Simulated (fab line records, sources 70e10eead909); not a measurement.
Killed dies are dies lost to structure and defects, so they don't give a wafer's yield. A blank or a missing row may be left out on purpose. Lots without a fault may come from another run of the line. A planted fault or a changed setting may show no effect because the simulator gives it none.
fab line records | flow nand_harc
record lots=12 wafers=35 last_day=34
route steps=1302 shown P_CONTACT@219
lots that met no fault: from a run of the same line without faults
start_h: hours from the record's first day to the start of the lot's first wafer shown | wait_h: hours since the lot's step before | " the same as in the row above | L1.1+2: a row that stands for several wafers | - no value, or no start given | * or withheld: withheld | < > ~ a bound
route shown NAME@n: a module of which the file shows steps, and the number in the route of the first | usual: mean/standard deviation of fault-free wafers | same: alike in all rows | chamber/n: place in a boat | sites: the reading at each site | _std_site: their standard deviation | _edge_site: outer sites' mean less inner sites' | radius_mm: how far each site lies from the wafer's centre | mask NAME#n: copy n | behind: the tool/chamber that last shaped the wafer | hold: why the lot was held/for how many hours/how that ended | device: the transistor (n, p or np) that didn't switch | end of line: the same wafers' tests at the end of the route | a step without rows: its recipe alone | killed: dies lost to structure and defects at the first sort, not the wafer's yield | map: a wafer's dies, x killed, . not, _ none there
set.NAME: the setting as run; set.NAME@STEP: as run at that earlier step | model.NAME: the simulator's own value behind a step, which no gauge read
steps of the route over a sample of lots; a table a step, a row a wafer
services: from which hour (start_h, from the record's first day; less than 0 if before it) a tool's chamber was out of use, for how many hours, and why
## steps
# step NHARC_P_CONTACT_CMP_01
# recipe target_thk_nm=200 material=SiO2
# usual edge_zone_pressure_frac=1.000/0.0052 motor_current_A=12.5/1.2
# columns lot.wafer tool chamber start_h wait_h edge_zone_pressure_frac motor_current_A
L948.1 cmp-04 0 116.10 - 0.992 10.9
L948.2 " 1 " " 0.999 12.9
L948.3 " 2 " " 1.001 12.5
L950.1 cmp-04 2 137.38 - 0.999 12.5
L950.5 " 2 " " 0.994 12.5
L950.6 " 3 " " 0.999 13.4
L951.3 cmp-03 1 152.47 - 0.991 13.8
L951.4 " 2 " " 1.001 11.7
L951.5 " 1 " " 0.999 13.5
L953.1 cmp-01 3 161.93 - 0.997 14.5
L953.5 " 1 " " 0.999 12.8
L953.6 " 2 " " 1.003 11.0
L955.4 cmp-01 3 183.57 - 0.998 15.6
L955.3 " 1 " " 0.997 12.3
L955.2 " 2 " " 1.005 11.3
L959.2 cmp-04 1 225.21 - 1.010 13.0
L959.4 " 0 " " 1.007 10.3
L961.3 cmp-01 1 242.10 - 1.004 12.8
L961.1 " 3 " " 0.996 15.0
L961.2 " 0 " " 1.001 12.2
L964.3 cmp-04 1 277.45 - 1.001 13.1
L964.4 " 2 " " 0.998 12.1
L964.5 " 1 " " 1.002 13.0
L967.4 cmp-03 1 305.80 - 1.002 13.9
L967.1 " 2 " " 1.001 11.8
L967.5 " 0 " " 1.005 12.7
L969.3 cmp-03 0 320.92 - 0.998 13.6
L969.2 " 1 " " 1.001 13.1
L969.6 " 3 " " 1.004 12.3
L970.4 cmp-04 2 337.38 - 0.992 12.9
L970.6 " 1 " " 0.998 12.8
L970.5 " 2 " " 0.998 12.9
L971.2 cmp-03 1 354.66 - 0.988 14.3
L971.1 " 2 " " 1.003 11.4
L971.4 " 3 " " 0.999 11.4
# step NHARC_P_CONTACT_PEB_10
# recipe peb_temp_c=100 peb_time_s=65
# usual exhaust_pa=45.4/0.9 heater_power_total_W=156.7/0.4
# columns lot.wafer tool chamber start_h wait_h exhaust_pa heater_power_total_W
L948.1 litho_track-06 0 116.85 0.1 45.1 157.1
L948.2 " 0 " " 44.0 156.2
L948.3 " 0 " " 45.7 157.2
L950.1 litho_track-06 0 138.14 0.1 46.8 157.0
L950.5 " 0 " " 45.2 156.9
L950.6 " 0 " " 46.4 156.0
L951.3 litho_track-04 0 153.22 0.0 45.7 156.8
L951.4 " 0 " " 45.3 157.1
L951.5 " 0 " " 44.9 156.6
L953.1 litho_track-06 0 162.63 0.1 46.5 156.9
L953.5 " 0 " " 43.8 156.8
L953.6 " 0 " " 45.6 157.2
L955.2 litho_track-04 0 184.32 0.1 45.1 156.7
L955.3 " 0 " " 46.1 155.9
L955.4 " 0 " " 46.2 157.0
L959.2 litho_track-06 0 225.96 0.1 44.3 156.0
L959.4 " 0 " " 45.3 161.7
L961.1 litho_track-06 0 242.85 0.1 45.5 156.4
L961.2 " 0 " " 43.7 156.9
L961.3 " 0 " " 45.6 161.8
L964.3 litho_track-01 0 278.05 0.0 45.4 157.2
L964.4 " 0 " " 45.5 157.1
L964.5 " 0 " " 45.6 156.1
L967.1 litho_track-01 0 306.37 0.1 46.2 157.0
L967.4 " 0 " " 44.7 156.3
L967.5 " 0 " " 44.6 156.3
L969.2 litho_track-04 0 321.49 0.1 44.4 157.1
L969.3 " 0 " " 44.2 156.0
L969.6 " 0 " " 44.6 157.0
L970.4 litho_track-04 0 337.98 0.0 44.5 157.1
L970.5 " 0 " " 45.3 156.1
L970.6 " 0 " " 44.7 157.2
L971.1 litho_track-04 0 355.27 0.1 45.0 157.0
L971.2 " 0 " " 45.5 156.5
L971.4 " 0 " " 45.2 156.4
# step NHARC_P_CONTACT_CD_MEAS_12
# recipe target_cd_nm=90 landing_energy_ev=500
# usual cd_nm=90.1/0.52
# columns lot.wafer tool chamber start_h wait_h cd_nm
L948.1 cd_sem-03 0 116.93 - 90.1
L948.2 " 0 " " 89.5
L948.3 " 0 " " 89.6
L950.1 cd_sem-02 0 138.22 - 90.4
L950.5 " 0 " " 89.7
L950.6 " 0 " " 90.6
L951.3 cd_sem-01 0 153.31 - 89.3
L951.4 " 0 " " 89.5
L951.5 " 0 " " 89.9
L953.1 cd_sem-02 0 162.71 - 90.7
L953.5 " 0 " " 91.0
L953.6 " 0 " " 90.2
L955.2 cd_sem-03 0 184.40 - 89.5
L955.3 " 0 " " 89.2
L955.4 " 0 " " 89.6
L959.2 cd_sem-03 0 226.04 - 90.4
L959.4 " 0 " " 88.3
L961.1 cd_sem-03 0 242.93 - 89.7
L961.2 " 0 " " 89.2
L961.3 " 0 " " 87.3
L964.3 cd_sem-01 0 278.13 - 90.8
L964.4 " 0 " " 90.7
L964.5 " 0 " " 91.0
L967.1 cd_sem-03 0 306.45 - 89.8
L967.4 " 0 " " 89.0
L967.5 " 0 " " 89.6
L969.2 cd_sem-01 0 321.57 - 89.5
L969.3 " 0 " " 90.0
L969.6 " 0 " " 89.5
L970.4 cd_sem-01 0 338.07 - 90.1
L970.5 " 0 " " 90.1
L970.6 " 0 " " 89.9
L971.1 cd_sem-03 0 355.35 - 90.1
L971.2 " 0 " " 91.0
L971.4 " 0 " " 90.6
# step NHARC_P_CONTACT_ETCH_35
# recipe target_depth_a=390 over_etch_frac=0.3 time_s=65 ion_energy_ev=80 cf4_flow_sccm=150 ar_flow_sccm=0 rf_w=300 bias_w=100 chemistry=CF4
# usual drypump_motor_current_A=5.8/0.45 oes_product_au=1.000/0.0067 rf_vpp_V=151.6/1.3 showerhead_plenum_p_Torr=1.80/0.079 throttle_valve_pct=13.284/0.0098
# columns lot.wafer tool chamber start_h wait_h drypump_motor_current_A oes_product_au rf_hours_counter_h rf_vpp_V showerhead_plenum_p_Torr throttle_valve_pct
L948.1 rie_diel-02 3 117.20 0.1 5.4 0.998 1.6 152.2 1.87 13.269
L948.3 " 0 " " 4.8 0.990 1.7 149.5 1.66 13.291
L948.2 " 1 " " 5.6 0.999 1.5 149.6 1.67 13.302
L950.1 rie_diel-12 2 138.51 0.1 5.8 0.999 1.4 151.2 1.80 13.293
L950.5 " 3 " " 5.5 1.002 - 149.7 1.68 13.284
L950.6 " 0 " " 6.1 1.007 - 152.6 1.89 13.297
L951.4 rie_diel-12 2 153.58 0.1 5.8 1.002 1.9 151.6 1.80 13.273
L951.3 " 0 " " 6.1 0.999 2.0 153.5 1.89 13.288
L951.5 " 2 " " 5.9 1.000 - 150.4 1.80 13.284
L953.1 rie_diel-06 3 163.00 0.1 6.0 0.991 1.6 152.1 1.77 13.269
L953.6 " 0 " " 5.7 0.997 - 152.4 1.85 13.288
L953.5 " 1 " " 6.0 0.996 - 152.5 1.84 13.292
L955.4 rie_diel-06 1 184.67 0.1 5.9 1.002 2.7 152.1 1.84 13.294
L955.3 " 2 " " 5.9 0.993 2.2 152.3 1.78 13.297
L955.2 " 0 " " 5.8 1.007 3.0 152.0 1.85 13.269
L959.4 rie_diel-12 0 226.32 0.1 6.1 1.002 3.3 153.9 1.89 13.281
L959.2 " 2 " " 5.8 0.988 3.0 151.2 1.80 13.294
L961.1 rie_diel-02 0 243.20 0.1 4.8 0.991 0.3 148.5 1.66 13.266
L961.3 " 1 " " 5.7 1.008 0.3 148.5 1.67 13.301
L961.2 " 2 " " 4.8 1.008 0.3 153.1 1.90 13.300
L964.3 rie_diel-12 0 278.40 0.1 6.1 1.012 0.0 152.7 1.89 13.283
L964.4 " 2 " " 5.9 1.014 0.0 151.2 1.80 13.287
L964.5 " 0 " " 6.2 1.015 - 153.2 1.89 13.285
L967.1 rie_diel-12 3 306.73 0.1 5.5 1.000 1.1 151.2 1.68 13.274
L967.4 " 1 " " 6.5 0.991 1.0 152.8 1.85 13.279
L967.5 " 3 " " 5.5 0.995 - 151.2 1.68 13.288
L969.3 rie_diel-06 3 321.84 0.1 5.9 0.987 0.2 151.4 1.77 13.272
L969.2 " 1 " " 5.9 0.997 0.2 152.3 1.84 13.289
L969.6 " 2 " " 5.9 0.986 - 151.1 1.77 13.285
L970.4 rie_diel-12 0 338.34 0.1 6.1 1.004 2.2 153.5 1.89 13.284
L970.5 " 2 " " 5.9 1.016 - 152.1 1.79 13.296
L970.6 " 3 " " 5.5 1.008 - 150.0 1.68 13.282
L971.4 rie_diel-12 3 355.65 0.1 5.5 1.002 2.7 151.1 1.68 13.275
L971.1 " 0 " " 6.1 1.002 3.0 151.9 1.89 13.283
L971.2 " 1 " " 6.5 0.994 2.8 150.4 1.85 13.299
# step NHARC_P_CONTACT_PVD_32
# recipe target_thk_a=50 chamber_pressure_pa=5 power_w=5000 substrate_temp_c=200 time_s=17.7 material=Ti
# usual throttle_valve_pct=30.5/0.78
# columns lot.wafer tool chamber start_h wait_h throttle_valve_pct
L948.1 pvd_sputter-02 - - - 30.4
L948.3 " - " " 30.7
L948.2 " - " " 30.2
L950.1 pvd_sputter-02 - - - 31.0
L950.5 " - " " 29.8
L950.6 " - " " 29.8
L951.3 pvd_sputter-01 - - - 31.4
L951.4 " - " " 31.0
L951.5 " - " " 31.4
L953.1 pvd_sputter-01 - - - 28.8
L953.6 " - " " 29.2
L953.5 " - " " 30.7
L955.3 pvd_sputter-03 - - - 32.1
L955.4 " - " " 30.2
L955.2 " - " " 30.9
L959.2 pvd_sputter-03 - - - 31.8
L959.4 " - " " 30.4
L961.1 pvd_sputter-02 - - - 30.1
L961.3 " - " " 30.5
L961.2 " - " " 30.1
L964.4 pvd_sputter-03 - - - 29.6
L964.3 " - " " 32.2
L964.5 " - " " 30.2
L967.1 pvd_sputter-02 - - - 29.5
L967.4 " - " " 31.2
L967.5 " - " " 30.7
L969.2 pvd_sputter-02 - - - 29.6
L969.3 " - " " 31.1
L969.6 " - " " 30.5
L970.4 pvd_sputter-01 - - - 29.2
L970.5 " - " " 30.9
L970.6 " - " " 32.0
L971.4 pvd_sputter-02 - - - 29.4
L971.2 " - " " 30.5
L971.1 " - " " 31.3
## services
# columns tool chamber start_h hours kind
pvd_sputter-02 - 104.00 10.0 pm
cmp-04 - 105.57 0.8 repair
cmp-04 - 111.09 4.0 pm
cmp-04 - 120.02 1.5 repair
cmp-03 - 121.49 0.6 repair
cmp-04 - 144.89 0.9 repair
cmp-03 - 156.50 0.9 repair
cmp-03 - 162.09 4.0 pm
pvd_sputter-02 - 177.69 2.0 repair
litho_track-06 - 179.00 7.0 pm
cmp-04 - 189.09 1.1 repair
litho_track-04 - 203.00 7.0 pm
pvd_sputter-02 - 206.90 1.7 repair
cmp-04 - 209.09 4.0 pm
rie_diel-12 2 230.73 21.8 repair
rie_diel-12 0 253.77 5.0 repair
rie_diel-12 - 268.40 9.0 pm
pvd_sputter-02 - 282.00 10.0 pm
cmp-04 - 306.10 0.4 repair
cmp-04 - 307.09 4.0 pm
rie_diel-12 - 308.74 0.1 repair
cmp-04 - 328.14 4.6 repair
rie_diel-12 3 348.06 6.7 repair
litho_track-06 - 354.00 7.0 pm
## key
first_sign step=NHARC_P_CONTACT_PEB_10 reading=heater_power_total_W direction=up sigmas=13 usual=* struck=*
effect step=NHARC_P_CONTACT_CD_MEAS_12 reading=cd_nm direction=down sigmas=4.3 usual=90.1 struck=87.8
met_at NHARC_P_CONTACT_PEB_10
struck_lots L959,L961
struck_wafers L959.4,L961.3
tester_left_out L959,L961
not_acting_at NHARC_P_CONTACT_CMP_01,NHARC_P_CONTACT_ETCH_35,NHARC_P_CONTACT_PVD_32
onset_between 162.63 225.96
fault kind=process_parameter_drift tool=litho_track-06 chamber=- onset_h=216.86 steps=NHARC_P_CONTACT_PEB_10 channel=peb_time_s offset=* shape=step end_h=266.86 scope=struck_wafers_only acts_in=* stated=*
# tester_left_out: of these lots the tester's yield and bins aren't shown, on N5 and GAA mostly nor the transistor test; their killed dies are dies lost to structure and defects alone, not to doping, threshold or leakage, so they don't give the yield
